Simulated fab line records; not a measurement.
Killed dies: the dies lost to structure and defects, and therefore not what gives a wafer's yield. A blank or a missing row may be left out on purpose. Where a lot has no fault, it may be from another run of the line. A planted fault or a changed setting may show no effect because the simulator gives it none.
fab line records	flow nandHarc
record: lots: 6	wafers: 18	lastDay: 33
route steps=1302 shown A_STAIRCASE@800 END@1302
lots untouched by any fault: they come from a run of this same line in which no faults occurred
startH: hours from the record's opening day to when the first of the lot's shown wafers began	waitH: hours elapsed since this lot's preceding step	" the same as in the row above	L1.1+2: several wafers, shown together as one row	- value missing, or start not given	* or withheld: withheld	< > ~ a bound
route shown NAME@n: names a module that has steps shown in the file, with the first one's number in the route	usual: average and standard deviation across the fault-free wafers	same: alike in all rows	chamber/n: place in a boat	sites: each site's reading	_std_site: the values' standard deviation	_edge_site: mean of outer sites minus mean of inner sites	radiusMm: for every site, how far away it sits from the centre of the wafer	mask NAME#n: copy n	behind: tool/chamber where the wafer was last shaped	hold: why the lot was held/for how many hours/how that ended	device: transistor that didn't switch, given as n, p or np	end of line: the same wafers' tests at the end of the route	a step given without rows: its recipe and nothing more	killed: at the first sort, the dies lost to defects and structure; wafer yield is something else	map: shows each die of a wafer: x if killed, . if not, _ if none is there
set.NAME: the setting the step ran with; set.NAME@STEP: the setting that earlier step ran with	model.NAME: the simulator's own value behind a step, which no gauge read
lots seen at some steps along the route; tables by step, rows by wafer
services: the hour from which a tool's chamber was out of use, counted from the record's first day as startH (under 0 if before that day), plus the number of hours and why
== steps ==
step: NHARC_A_STAIRCASE_SOFTBAKE_284
recipe: tempC: 135	timeS: 170
step: NHARC_A_STAIRCASE_EBR_285
step: NHARC_A_STAIRCASE_EXPOSE_286
recipe: na: 0.5	doseMj: 25.01	maskId: CHOP_100
step: NHARC_A_STAIRCASE_PEB_287
recipe: pebTempC: 115	pebTimeS: 130
step: NHARC_A_STAIRCASE_DEVELOP_288
recipe: timeS: 140
step: NHARC_A_STAIRCASE_HARDBAKE_290
recipe: tempC: 120	timeS: 140
step: NHARC_A_STAIRCASE_DESCUM_291
recipe: timeS: 3	o2FlowSccm: 200	arFlowSccm: 0	biasPowerW: 0	chemistry: O2
usual: drypumpMotorCurrentA: 5.6/0.37	oesProductAu: 1.000/0.0074	rfVppV: 58.0/0.89	showerheadPlenumPTorr: 1.93/0.081	throttleValvePct: 11.310/0.0086
lot.wafer	tool	chamber	startH	waitH	drypumpMotorCurrentA	oesProductAu	rfHoursCounterH	rfVppV	showerheadPlenumPTorr	throttleValvePct
L882.3	rieDiel-04	1	403.08	-	4.8	1.010	11	57.9	1.82	11.309
L882.5	"	3	"	"	5.3	1.006	-	57.9	1.97	11.299
L882.6	"	0	"	"	5.8	1.009	-	58.1	1.91	11.312
L883.3	rieDiel-07	1	417.66	-	5.5	1.009	34	57.4	1.88	11.304
L883.1	"	2	"	"	5.6	0.993	39	58.2	1.90	11.299
L883.5	"	3	"	"	6.0	1.009	-	57.8	1.95	11.299
L884.4	rieDiel-08	0	427.97	-	5.3	1.010	18	59.7	2.03	11.315
L884.2	"	1	"	"	6.0	0.993	17	57.9	2.07	11.306
L884.6	"	3	"	"	5.7	0.989	-	58.0	1.87	11.313
L885.3	rieDiel-04	0	429.26	-	5.8	0.985	21	58.2	1.91	11.318
L885.2	"	2	"	"	5.8	0.999	19	58.4	2.04	11.306
L885.6	"	0	"	"	5.9	0.992	-	57.7	1.91	11.311
L898.1	rieDiel-07	0	569.23	-	5.8	1.009	34	60.2	1.97	11.297
L898.2	"	1	"	"	5.5	0.984	35	58.6	1.86	11.321
L898.3	"	3	"	"	6.0	1.002	29	56.6	1.93	11.313
L902.4	rieDiel-08	1	606.65	-	6.0	0.991	17	58.7	2.05	11.314
L902.3	"	2	"	"	5.4	1.003	15	58.9	1.81	11.315
L902.6	"	2	"	"	5.4	1.006	-	56.9	1.81	11.316
step: NHARC_A_STAIRCASE_ETCH_292
recipe: cf4FlowSccm: 100	chf3FlowSccm: 30	arFlowSccm: 0	rfW: 500	biasW: 200	chemistry: CF4/CHF3
usual: biasW: 199.9/0.68	cf4FlowSccm: 100.01/0.29	drypumpMotorCurrentA: 5.5/0.37	oesProductAu: 0.936/0.019	rfFwdPowerW: 496.8/1.8	rfVppV: 370.9/2.2	showerheadPlenumPTorr: 1.59/0.064	throttleValvePct: 16.802/0.009
lot.wafer	tool	chamber	startH	waitH	biasW	cf4FlowSccm	drypumpMotorCurrentA	oesProductAu	rfFwdPowerW	rfHoursCounterH	rfVppV	showerheadPlenumPTorr	throttleValvePct
L882.3	rieDiel-04	1	403.16	0.1	199.6	99.81	4.8	0.983	496.5	11	369.0	1.50	16.796
L882.5	"	0	"	"	201.6	99.94	5.8	0.965	500.8	-	371.3	1.57	16.791
L882.6	"	1	"	"	199.6	99.62	4.8	0.982	496.6	-	367.9	1.50	16.804
L883.3	rieDiel-07	3	417.73	0.1	201.0	99.66	6.0	0.934	497.5	45	370.6	1.60	16.801
L883.1	"	0	"	"	200.2	99.87	5.8	0.930	499.2	37	373.1	1.64	16.778
L883.5	"	0	"	"	200.3	99.92	5.8	0.916	497.3	-	372.9	1.64	16.811
L884.4	rieDiel-08	0	428.05	0.1	200.5	100.12	5.3	0.927	497.1	18	374.1	1.66	16.800
L884.2	"	2	"	"	201.0	100.06	5.5	0.928	496.6	13	368.4	1.51	16.799
L884.6	"	0	"	"	199.2	100.55	5.3	0.940	497.9	-	372.0	1.66	16.807
L885.3	rieDiel-04	1	429.36	0.1	199.9	100.28	4.8	0.944	494.7	19	368.3	1.50	16.804
L885.2	"	2	"	"	199.0	100.47	5.8	0.925	496.4	19	374.2	1.67	16.805
L885.6	"	0	"	"	199.5	100.05	5.8	0.920	499.1	-	370.7	1.57	16.791
L898.3	rieDiel-07	0	569.32	0.1	199.6	99.89	5.8	0.917	497.6	34	372.2	1.62	16.813
L898.1	"	1	"	"	199.9	99.89	5.5	0.917	494.9	35	369.8	1.53	16.802
L898.2	"	2	"	"	200.2	99.77	5.6	0.914	495.6	29	370.2	1.55	16.817
L902.4	rieDiel-08	3	606.75	0.1	200.2	99.62	5.7	0.929	497.7	15	369.3	1.52	16.821
L902.3	"	0	"	"	200.7	99.89	5.3	0.930	496.5	14	372.6	1.65	16.810
L902.6	"	2	"	"	200.0	100.28	5.4	0.931	496.3	-	368.3	1.50	16.807
step: NHARC_A_STAIRCASE_HM_OPEN_460
recipe: o2FlowSccm: 400	cosFlowSccm: 20	arFlowSccm: 0	rfW: 500	biasW: 300	chemistry: O2/COS
usual: drypumpMotorCurrentA: 5.5/0.38	oesProductAu: 1.000/0.0088	rfFwdPowerW: 499.0/1.8	rfVppV: 467.7/2.8	showerheadPlenumPTorr: 3.14/0.13	throttleValvePct: 28.330/0.01
lot.wafer	tool	chamber	startH	waitH	drypumpMotorCurrentA	oesProductAu	rfFwdPowerW	rfHoursCounterH	rfVppV	showerheadPlenumPTorr	throttleValvePct
L882.3	rieDiel-04	3	-	-	5.3	1.004	500.1	12	469.0	3.21	28.325
L882.6	"	3	"	"	5.2	1.010	498.7	-	469.4	3.21	28.337
L882.5	"	0	"	"	5.8	0.998	497.5	-	468.5	3.12	28.331
L883.3	rieDiel-07	1	-	-	5.5	0.991	496.4	34	465.1	3.07	28.326
L883.1	"	2	"	"	5.6	0.995	497.9	39	465.8	3.10	28.341
L883.5	"	0	"	"	5.8	0.999	492.6	-	468.6	3.25	28.332
L884.2	rieDiel-08	1	-	-	6.0	0.995	498.8	17	472.4	3.36	28.345
L884.4	"	3	"	"	5.7	0.992	498.1	16	466.3	3.05	28.347
L884.6	"	1	"	"	6.0	0.996	496.4	-	472.6	3.36	28.334
L885.2	rieDiel-04	0	-	-	5.8	0.983	498.5	21	467.7	3.12	28.329
L885.3	"	1	"	"	4.8	1.011	500.1	19	464.0	2.98	28.319
L885.6	"	1	"	"	4.8	1.012	499.2	-	464.6	2.98	28.339
L898.2	rieDiel-07	3	-	-	6.0	0.999	501.5	29	468.4	3.15	28.307
L898.3	"	0	"	"	5.8	0.997	497.4	35	470.4	3.22	28.329
L898.1	"	1	"	"	5.5	0.994	499.5	35	465.4	3.04	28.339
L902.3	rieDiel-08	0	-	-	5.3	1.019	499.7	14	472.1	3.27	28.315
L902.4	"	2	"	"	5.5	0.999	497.4	15	463.4	2.97	28.335
L902.6	"	1	"	"	6.0	0.992	499.1	-	471.1	3.34	28.313
step: NHARC_A_STAIRCASE_STRIP_461
recipe: o2FlowSccm: 400	cosFlowSccm: 20	arFlowSccm: 0	biasW: 0	chemistry: O2/COS
step: NHARC_A_STAIRCASE_ETCH_452
recipe: targetDepthA: 300	overetchA: 30	timeS: 16.5	ionEnergyEv: 100	cf4FlowSccm: 80	o2FlowSccm: 20	arFlowSccm: 0	rfW: 300	biasW: 100	chemistry: CF4/O2
usual: biasW: 100.0/0.34	cf4FlowSccm: 80.00/0.22	drypumpMotorCurrentA: 5.5/0.38	oes_ar_750_au: 0.999/0.0043	oesProductAu: 1.000/0.0078	rfFwdPowerW: 293.5/1.6	rfVppV: 198.1/1.3	showerheadPlenumPTorr: 1.35/0.056	throttleValvePct: 13.397/0.0098
lot.wafer	tool	chamber	startH	waitH	biasW	cf4FlowSccm	drypumpMotorCurrentA	oes_ar_750_au	oesProductAu	rfFwdPowerW	rfHoursCounterH	rfVppV	showerheadPlenumPTorr	throttleValvePct
L882.3	rieDiel-04	3	-	-	99.8	80.00	5.3	1.005	0.997	295.5	12	199.7	1.38	13.399
L882.6	"	1	"	"	99.3	79.92	4.8	1.004	1.000	293.7	-	197.0	1.27	13.396
L882.5	"	2	"	"	100.2	80.36	5.8	0.997	0.992	294.2	-	201.0	1.42	13.401
L883.3	rieDiel-07	0	-	-	99.8	79.69	5.8	0.988	0.992	292.1	37	199.8	1.39	13.382
L883.1	"	1	"	"	100.1	79.79	5.5	1.006	1.002	295.0	34	198.2	1.31	13.423
L883.5	"	0	"	"	99.9	80.00	5.8	0.998	1.007	291.9	-	198.7	1.39	13.414
L884.4	rieDiel-08	2	-	-	100.0	79.95	5.4	1.002	1.006	293.6	14	197.3	1.28	13.403
L884.2	"	1	"	"	100.3	80.22	6.0	1.006	0.993	292.6	17	200.2	1.44	13.395
L884.6	"	3	"	"	99.9	80.11	5.7	0.997	1.009	295.5	-	196.2	1.30	13.409
L885.3	rieDiel-04	2	-	-	100.1	80.23	5.8	1.006	0.984	292.5	19	198.9	1.42	13.393
L885.2	"	0	"	"	99.9	79.92	5.8	1.001	0.982	293.5	21	197.9	1.33	13.384
L885.6	"	2	"	"	99.9	80.00	5.8	1.000	1.010	292.6	-	199.2	1.42	13.406
L898.3	rieDiel-07	2	-	-	100.4	79.81	5.6	1.000	0.994	293.1	29	196.9	1.32	13.399
L898.2	"	3	"	"	100.0	79.98	6.0	0.995	0.992	291.3	29	199.7	1.35	13.403
L898.1	"	1	"	"	100.1	79.86	5.5	1.004	1.002	293.5	35	197.6	1.30	13.416
L902.3	rieDiel-08	0	-	-	100.5	79.77	5.3	0.994	1.010	293.0	14	199.2	1.40	13.384
L902.4	"	3	"	"	99.7	79.34	5.7	1.004	1.008	296.4	15	197.4	1.29	13.398
L902.6	"	0	"	"	100.5	79.89	5.3	1.001	1.005	291.3	-	199.0	1.40	13.405
step: NHARC_A_STAIRCASE_ETCH_294
recipe: targetDepthA: 49890	timeS: 1211.6	ionEnergyEv: 800	c4f8FlowSccm: 80	o2FlowSccm: 60	arFlowSccm: withheld	rfW: 600	biasW: 3000	chemistry: C4F8/O2/Ar
usual: biasW: 3000/9.1	chamberPressureMTorr: 24.995/0.024	oesProductAu: 0.933/0.01	rfFwdPowerW: 599.8/1.8	rfVppV: 1829/10
lot.wafer	tool	chamber	startH	waitH	biasW	chamberPressureMTorr	oesProductAu	rfFwdPowerW	rfHoursCounterH	rfVppV
L882.3	rieDiel-04	1	403.84	-	2998	25.012	0.973	599.1	11	1816
L882.5	"	3	"	"	2984	24.980	0.937	602.3	-	1836
L882.6	"	0	"	"	3007	25.016	0.927	599.9	-	1827
L883.1	rieDiel-07	2	418.33	-	2991	25.051	0.919	599.7	39	1825
L883.3	"	0	"	"	2995	24.992	0.942	599.9	37	1836
L883.5	"	2	"	"	2974	24.990	0.929	601.6	-	1825
L884.4	rieDiel-08	1	428.56	-	-	-	-	-	-	-
L884.2	"	0	"	"	-	-	-	-	-	-
L884.6	"	1	"	"	-	-	-	-	-	-
L885.3	rieDiel-04	1	429.94	-	-	-	-	-	-	-
L885.2	"	3	"	"	-	-	-	-	-	-
L885.6	"	0	"	"	-	-	-	-	-	-
L898.3	rieDiel-07	3	569.90	-	3009	25.015	0.934	597.9	29	1830
L898.1	"	0	"	"	2995	24.984	0.926	599.7	35	1835
L898.2	"	2	"	"	3006	24.982	0.935	598.1	29	1824
L902.4	rieDiel-08	2	607.34	-	3003	25.039	0.931	599.5	15	1815
L902.3	"	3	"	"	2996	24.973	0.935	600.2	15	1818
L902.6	"	2	"	"	2999	25.035	0.932	599.8	-	1813
step: NHARC_A_STAIRCASE_STRIP_295
recipe: o2FlowSccm: 500	arFlowSccm: 0	biasW: 0	chemistry: O2
usual: drypumpMotorCurrentA: 5.6/0.38	oesProductAu: 1.001/0.0084	rfVppV: 57.8/0.85	showerheadPlenumPTorr: 3.55/0.14	throttleValvePct: 17.036/0.009
lot.wafer	tool	chamber	startH	waitH	drypumpMotorCurrentA	oesProductAu	rfHoursCounterH	rfVppV	showerheadPlenumPTorr	throttleValvePct
L882.3	rieDiel-04	0	-	-	5.9	0.999	14	57.7	3.53	17.031
L882.5	"	3	"	"	5.3	1.001	-	58.6	3.63	17.033
L882.6	"	0	"	"	5.8	1.009	-	57.9	3.53	17.034
L883.1	rieDiel-07	1	-	-	5.5	0.994	34	56.1	3.47	17.045
L883.3	"	2	"	"	5.6	0.996	40	58.7	3.50	17.048
L883.5	"	3	"	"	6.0	1.002	-	57.7	3.59	17.029
L884.4	rieDiel-08	0	-	-	5.3	1.013	19	57.5	3.73	17.041
L884.2	"	3	"	"	5.7	0.999	16	58.0	3.45	17.028
L884.6	"	0	"	"	5.3	1.012	-	59.5	3.73	17.041
L885.3	rieDiel-04	0	-	-	5.8	0.991	22	56.6	3.52	17.033
L885.2	"	1	"	"	4.8	1.006	20	57.8	3.37	17.037
L885.6	"	3	"	"	5.3	1.016	-	57.4	3.63	17.027
L898.1	rieDiel-07	1	-	-	5.5	0.993	35	58.0	3.44	17.034
L898.2	"	2	"	"	5.6	0.984	30	57.4	3.48	17.031
L898.3	"	3	"	"	6.0	1.004	30	57.7	3.56	17.024
L902.4	rieDiel-08	1	-	-	6.0	1.001	18	59.3	3.77	17.034
L902.3	"	0	"	"	5.3	0.998	14	56.9	3.70	17.032
L902.6	"	1	"	"	6.0	0.997	-	57.7	3.77	17.033
step: NHARC_END_SORT_01
recipe: tempC: 25
usual: killedAtArray: 60/21	killedAtOther: 1.0/1.2	killedAtPeriphery: 4.2/2.8	killedDies: 65/20	killedOpen: 3.1/1.8	killedShort: 2.6/1.6
same: grossDies: 677
lot.wafer	tool	chamber	startH	waitH	killedAtArray	killedAtOther	killedAtPeriphery	killedDies	killedOpen	killedShort
L885.2	prober-01	0	610.78	2.8	671	4	2	677	4	2
L885.3	prober-01	0	611.59	3.1	671	3	3	677	0	4
L885.6	prober-01	0	614.01	4.0	675	1	1	677	8	3
L884.2	prober-02	0	610.80	2.8	675	1	1	677	2	0
L884.4	prober-02	0	612.41	3.4	675	0	2	677	7	2
L884.6	prober-02	0	614.01	4.0	672	1	4	677	5	2
killed by level:class
L885.2 A_STAIRCASE:areaEtch=626 A_SLIT:chamberFilmFlake=32 THIN_TSV:chamberFilmFlake=4 A_CHANNEL_HOLE_D2:chamberFilmFlake=2 A_STAIRCASE:chamberFilmFlake=2 A_CONTACT:chamberFilmFlake=2 P_GATE:geometricParticle:short=1 P_M0:geometricParticle:open=1
L884.2 A_STAIRCASE:areaEtch=612 A_CHANNEL_HOLE_D1:chamberFilmFlake=41 A_CHANNEL_HOLE_D2:chamberFilmFlake=9 A_CHANNEL_FILL_D2:chamberFilmFlake=4 A_CHANNEL_FILL_D1:chamberFilmFlake=3 A_CONTACT:chamberFilmFlake=3 P_GATE:geometricParticle:open=1 A_ONON_D1:geometricParticle:open=1
L885.3 A_STAIRCASE:areaEtch=631 A_SLIT:chamberFilmFlake=13 A_CONTACT:chamberFilmFlake=7 A_CHANNEL_HOLE_D2:chamberFilmFlake=5 A_CHANNEL_HOLE_D1:chamberFilmFlake=4 P_ZERO_WELL:chamberFilmFlake=3 A_STAIRCASE:chamberFilmFlake=3 THIN_TSV:chamberFilmFlake=3
L884.4 A_STAIRCASE:areaEtch=610 A_CHANNEL_HOLE_D1:chamberFilmFlake=39 A_CHANNEL_HOLE_D2:chamberFilmFlake=9 A_CONTACT:chamberFilmFlake=5 A_SLIT:chamberFilmFlake=3 A_DECK1_JOINT:geometricParticle:open=2 P_GATE:geometricParticle:open=1 P_CONTACT:geometricParticle:open=1
L884.6 A_STAIRCASE:areaEtch=618 A_CHANNEL_HOLE_D1:chamberFilmFlake=33 A_CONTACT:chamberFilmFlake=8 A_CHANNEL_HOLE_D2:chamberFilmFlake=6 P_CONTACT:geometricParticle:open=2 P_M0:chamberFilmFlake=2 A_CHANNEL_FILL_D2:geometricParticle:open=1 A_SGD_CUT:geometricParticle:open=1
L885.6 A_STAIRCASE:areaEtch=630 A_SLIT:chamberFilmFlake=17 A_STAIRCASE:chamberFilmFlake=5 A_CHANNEL_FILL_D1:chamberFilmFlake=4 A_CHANNEL_HOLE_D2:chamberFilmFlake=4 A_CONTACT:chamberFilmFlake=4 A_CONTACT:geometricParticle:open=2 A_ONON_D1:geometricParticle:open=1
map L884.2 (x killed, . not)
____________x____________
_________xxxxxxx_________
_______xxxxxxxxxxx_______
______xxxxxxxxxxxxx______
_____xxxxxxxxxxxxxxx_____
____xxxxxxxxxxxxxxxxx____
____xxxxxxxxxxxxxxxxx____
___xxxxxxxxxxxxxxxxxxx___
___xxxxxxxxxxxxxxxxxxx___
__xxxxxxxxxxxxxxxxxxxxx__
__xxxxxxxxxxxxxxxxxxxxx__
_xxxxxxxxxxxxxxxxxxxxxxx_
_xxxxxxxxxxxxxxxxxxxxxxx_
_xxxxxxxxxxxxxxxxxxxxxxx_
_xxxxxxxxxxxxxxxxxxxxxxx_
_xxxxxxxxxxxxxxxxxxxxxxx_
xxxxxxxxxxxxxxxxxxxxxxxxx
xxxxxxxxxxxxxxxxxxxxxxxxx
xxxxxxxxxxxxxxxxxxxxxxxxx
xxxxxxxxxxxxxxxxxxxxxxxxx
xxxxxxxxxxxxxxxxxxxxxxxxx
_xxxxxxxxxxxxxxxxxxxxxxx_
_xxxxxxxxxxxxxxxxxxxxxxx_
_xxxxxxxxxxxxxxxxxxxxxxx_
_xxxxxxxxxxxxxxxxxxxxxxx_
_xxxxxxxxxxxxxxxxxxxxxxx_
__xxxxxxxxxxxxxxxxxxxxx__
__xxxxxxxxxxxxxxxxxxxxx__
___xxxxxxxxxxxxxxxxxxx___
___xxxxxxxxxxxxxxxxxxx___
____xxxxxxxxxxxxxxxxx____
____xxxxxxxxxxxxxxxxx____
_____xxxxxxxxxxxxxxx_____
______xxxxxxxxxxxxx______
_______xxxxxxxxxxx_______
_________xxxxxxx_________
____________x____________
map L885.2 (x killed, . not)
____________x____________
_________xxxxxxx_________
_______xxxxxxxxxxx_______
______xxxxxxxxxxxxx______
_____xxxxxxxxxxxxxxx_____
____xxxxxxxxxxxxxxxxx____
____xxxxxxxxxxxxxxxxx____
___xxxxxxxxxxxxxxxxxxx___
___xxxxxxxxxxxxxxxxxxx___
__xxxxxxxxxxxxxxxxxxxxx__
__xxxxxxxxxxxxxxxxxxxxx__
_xxxxxxxxxxxxxxxxxxxxxxx_
_xxxxxxxxxxxxxxxxxxxxxxx_
_xxxxxxxxxxxxxxxxxxxxxxx_
_xxxxxxxxxxxxxxxxxxxxxxx_
_xxxxxxxxxxxxxxxxxxxxxxx_
xxxxxxxxxxxxxxxxxxxxxxxxx
xxxxxxxxxxxxxxxxxxxxxxxxx
xxxxxxxxxxxxxxxxxxxxxxxxx
xxxxxxxxxxxxxxxxxxxxxxxxx
xxxxxxxxxxxxxxxxxxxxxxxxx
_xxxxxxxxxxxxxxxxxxxxxxx_
_xxxxxxxxxxxxxxxxxxxxxxx_
_xxxxxxxxxxxxxxxxxxxxxxx_
_xxxxxxxxxxxxxxxxxxxxxxx_
_xxxxxxxxxxxxxxxxxxxxxxx_
__xxxxxxxxxxxxxxxxxxxxx__
__xxxxxxxxxxxxxxxxxxxxx__
___xxxxxxxxxxxxxxxxxxx___
___xxxxxxxxxxxxxxxxxxx___
____xxxxxxxxxxxxxxxxx____
____xxxxxxxxxxxxxxxxx____
_____xxxxxxxxxxxxxxx_____
______xxxxxxxxxxxxx______
_______xxxxxxxxxxx_______
_________xxxxxxx_________
____________x____________
== services ==
tool	chamber	startH	hours	kind
rieDiel-07	0	380.79	-	clean
rieDiel-07	1	380.79	-	clean
rieDiel-07	2	380.79	-	clean
rieDiel-07	3	380.79	-	clean
rieDiel-07	0	388.16	14.9	repair
rieDiel-04	0	389.70	-	clean
rieDiel-04	1	389.70	-	clean
rieDiel-04	2	389.70	-	clean
rieDiel-04	3	389.70	-	clean
rieDiel-08	0	401.41	-	clean
rieDiel-08	1	401.41	-	clean
rieDiel-08	2	401.41	-	clean
rieDiel-08	3	401.41	-	clean
rieDiel-07	0	405.29	-	clean
rieDiel-07	1	405.29	-	clean
rieDiel-07	2	405.29	-	clean
rieDiel-07	3	405.29	-	clean
rieDiel-08	2	409.45	4.7	repair
rieDiel-04	0	414.52	-	clean
rieDiel-07	1	459.92	9.0	repair
rieDiel-07	-	471.62	9.0	pm
rieDiel-04	-	533.20	9.0	pm
rieDiel-04	2	556.72	1.8	repair
rieDiel-08	0	589.91	4.2	repair
== key ==
firstSign: step: NHARC_A_STAIRCASE_ETCH_294	reading: toolRecord	direction: missing
effect: step: NHARC_END_SORT_01	reading: killedDies	direction: up	sigmas: 31	usual: 65	struck: 677
moreKillsBornAt: NHARC_A_STAIRCASE_ETCH_294@rieDiel-04: 1887	NHARC_A_STAIRCASE_ETCH_294@rieDiel-08: 1840
metAt NHARC_A_STAIRCASE_ETCH_294
struckWafers L884.2,L884.4,L884.6,L885.2,L885.3,L885.6
laterRowsLeftOut L884.2,L884.4,L884.6,L885.2,L885.3,L885.6
testerLeftOut L884,L885
onsetBetween 403.84 428.56
fault: kind: skippedStepWhole	tool: rieDiel-04,rieDiel-08	chamber: -	onsetH: 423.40	steps: NHARC_A_STAIRCASE_ETCH_294	scope: struckLotsOnly
testerLeftOut: of these lots the tester's yield and bins aren't shown, on N5 and GAA mostly nor the transistor test; their killed dies are dies lost to structure and defects alone, not to doping, threshold or leakage, so they don't give the yield
laterRowsLeftOut: the simulator's readings of these wafers behind a module that went badly wrong aren't trusted and aren't shown, but for the sort
